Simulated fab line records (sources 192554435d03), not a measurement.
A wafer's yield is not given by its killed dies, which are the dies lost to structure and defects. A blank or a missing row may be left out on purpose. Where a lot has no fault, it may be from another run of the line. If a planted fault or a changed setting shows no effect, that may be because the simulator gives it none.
Lot-split experiment | flow n5 finfet | route with 1938 steps; 7 lots, 21 wafers read

ABOUT THE SPLIT
At N5_DUMMY_GATE_CVD_03 (deposits a-Si from SiH4, target thk 150 nm, time 8042 s), the setting temp c was moved away from the recipe's 530 C on 15 of the 21 wafers read, by -3.3% to +4.5%. The other wafers ran this setting at the recipe's value.

The reading comes from the split's own step.

THE READING
a-Si_of_DUMMY_GATE_CVD_03.thk nm (the simulator's own value, which no gauge read), in nm, at N5_DUMMY_GATE_CVD_03 (deposits a-Si from SiH4, target thk 150 nm, time 8042 s). No usual value for it is given in the file. The 6 wafers here that ran the recipe average 150.0 nm, standard deviation 1.6 nm.

wafer  | tool, chamber at the split | temp c as run, C | against the recipe | a-Si_of_DUMMY_GATE_CVD_03.thk nm, nm | against lot-mates on the recipe
L074.2 | -, -                       | 530              | recipe             | 150.8                                | -
L074.4 | -, -                       | 530              | recipe             | 151.6                                | -
L074.6 | -, -                       | 530              | recipe             | 152.2                                | -
L075.1 | -, -                       | 514.9            | -2.8%              | 97                                   | no lot-mate on the recipe
L075.4 | -, -                       | 514.9            | -2.8%              | 96.6                                 | no lot-mate on the recipe
L075.5 | -, -                       | 514.9            | -2.8%              | 97.6                                 | no lot-mate on the recipe
L078.1 | -, -                       | 538.2            | +1.5%              | 189.8                                | no lot-mate on the recipe
L078.3 | -, -                       | 538.2            | +1.5%              | 188.8                                | no lot-mate on the recipe
L078.6 | -, -                       | 538.2            | +1.5%              | 190                                  | no lot-mate on the recipe
L089.1 | lpcvd-01, 0/15             | 530              | recipe             | 149                                  | -
L089.3 | lpcvd-01, 0/25             | 530              | recipe             | 148                                  | -
L089.4 | lpcvd-01, 0/29             | 530              | recipe             | 148.6                                | -
L090.4 | -, -                       | 519.8            | -1.9%              | 113.8                                | no lot-mate on the recipe
L090.5 | -, -                       | 519.8            | -1.9%              | 112.4                                | no lot-mate on the recipe
L090.6 | -, -                       | 519.8            | -1.9%              | 114.2                                | no lot-mate on the recipe
L091.2 | -, -                       | 512.5            | -3.3%              | 92.4                                 | no lot-mate on the recipe
L091.3 | -, -                       | 512.5            | -3.3%              | 93.4                                 | no lot-mate on the recipe
L091.4 | -, -                       | 512.5            | -3.3%              | 93                                   | no lot-mate on the recipe
L096.1 | -, -                       | 553.6            | +4.5%              | 288.6                                | no lot-mate on the recipe
L096.3 | -, -                       | 553.6            | +4.5%              | 287.8                                | no lot-mate on the recipe
L096.5 | -, -                       | 553.6            | +4.5%              | 287.2                                | no lot-mate on the recipe

FIT RESULTS
A straight line over all 21 wafers: a-Si_of_DUMMY_GATE_CVD_03.thk nm changes by +24.7 nm for each +1% of temp c; r = +0.98; the points scatter about the line by 12 nm.
Too few moved wafers with a lot-mate on the recipe to fit a line net of each lot's own level.

FILE'S OWN FIT
a-Si_of_DUMMY_GATE_CVD_03.thk nm changes by +24.7 nm for each +1% of temp c, r = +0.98.
